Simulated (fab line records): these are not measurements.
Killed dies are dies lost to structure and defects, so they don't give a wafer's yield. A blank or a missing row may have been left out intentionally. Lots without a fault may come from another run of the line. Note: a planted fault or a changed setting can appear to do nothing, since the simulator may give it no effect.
Problem report, 8D (eight disciplines) form, completed by code :: flow n5Finfet :: the parts of the form that need people (team, actions taken, sign-off) are left out

## 1. WHAT IS WRONG
Wafers without a fault read 837.3 W, standard deviation 2.5; rfFwdPowerW at N5_SDB_ETCH_18 reads a mean of 1038.6 W on 2 wafers belonging to 2 lots. That is +81 standard deviations from the usual mean.
The step: etches SOC in N2/H2, target depth 100 nm, overetch 20 nm, time 150 s.
First observed at day 9 01:36: wafer L404.4, on rieDiel-05. The record has a number at this step for 18 wafers belonging to 6 lots. Rule for "out" (also "out of limits"): further than 4 standard deviations from the usual mean. The other wafers with a number count as sound.

## 2. WHAT THIS IS AND IS NOT
question: which readings at this step
is: rfFwdPowerW, rfVppV
is not: drypumpMotorCurrentA, oesProductAu, showerheadPlenumPTorr, throttleValvePct

question: which lots
is: L404, L407
is not: L388, L394, L397, L406

question: which wafers of those lots
is: L404.4, L407.6
is not: L404.2, L404.3, L407.3, L407.5

question: read on which tools
is: rieDiel-05
is not: rieDiel-01, rieDiel-04

question: when
is: from day 9 01:36
is not: up to then (11 sound wafers); but 5 sound wafers of L406, L407 came after

## 3. WHAT RULES OUT EACH SUSPECT
Counting: any tool at a process step up to the reading remains a suspect provided it ran every lot that is out. Sound lots after the first of them don't rule it out here, since some wafers of a struck lot are sound.
- rieDiel-05 at N5_SDB_DESCUM_16 (chemistry O2, time 7.9 s): kept. It ran every lot that is out, first L404 (day 9 01:32); its last sound lot up to then is L394 (day 6 07:25).
- rieDiel-05 at N5_SDB_ETCH_17 (etches SiARC in CF4, target depth 23.4 nm, time 39 s): kept. It ran every lot that is out, first L404 (day 9 01:34); its last sound lot up to then is L394 (day 6 07:27).
- rieDiel-05 at N5_SDB_ETCH_18 (etches SOC in N2/H2, target depth 100 nm, overetch 20 nm, time 150 s): kept. It ran every lot that is out, first L404 (day 9 01:36); its last sound lot up to then is L394 (day 6 07:29). Its own readings are out on those wafers: rfFwdPowerW, rfVppV.
- In rieDiel-05 at N5_SDB_DESCUM_16, the wafers that are out were processed in chamber 2 and their sound lot-mates in chambers 0, 1, 3.
- In rieDiel-05 at N5_SDB_ETCH_17, the wafers that are out were processed in chamber 2 and their sound lot-mates in chambers 0, 1, 3.
- In rieDiel-05 at N5_SDB_ETCH_18, the wafers that are out were processed in chamber 2 and their sound lot-mates in chambers 0, 1, 3.
Still standing after the count: rieDiel-05 at N5_SDB_DESCUM_16, rieDiel-05 at N5_SDB_ETCH_17, rieDiel-05 at N5_SDB_ETCH_18.

## 4. THE CAUSE (what the simulator had put in)
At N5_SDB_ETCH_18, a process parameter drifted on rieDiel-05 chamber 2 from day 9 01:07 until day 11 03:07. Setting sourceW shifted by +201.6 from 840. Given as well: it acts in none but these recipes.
Of the 3 suspects that counting leaves, this tool is one.

## 5. THE EFFECT CHAIN, in route order
Each row: a reading whose mean over the struck wafers that have a number lies more than 3 standard deviations from the usual. Only readings for which the record gives a usual standard deviation are gone through. hours: the time from each lot's start at the first step in this table that gives one to its start at this step, as a median over the lots. sigmas: the change in usual standard deviations.
hours: 0
step: N5_SDB_ETCH_18
reading: rfFwdPowerW
usual: 837.3 W
on struck wafers: 1038.6
change: +201.3
sigmas: +81

hours: 0
step: N5_SDB_ETCH_18
reading: rfVppV
usual: 525.9 V
on struck wafers: 489.5
change: -36.4
sigmas: -20
Here are the process steps it includes:
- N5_SDB_ETCH_18: etches SOC in N2/H2, target depth 100 nm, overetch 20 nm, time 150 s.
Later measuring or inspecting steps at which every struck wafer that the step has a row for has a number for every such reading, and none has moved that far: N5_BEOL_M4_RC_MEAS_101.

## 6. WHAT WOULD HAVE CAUGHT IT SOONER
0 hours passed between the start of the fault at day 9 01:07 and the first reading out of limits in this record, taken at day 9 01:36.
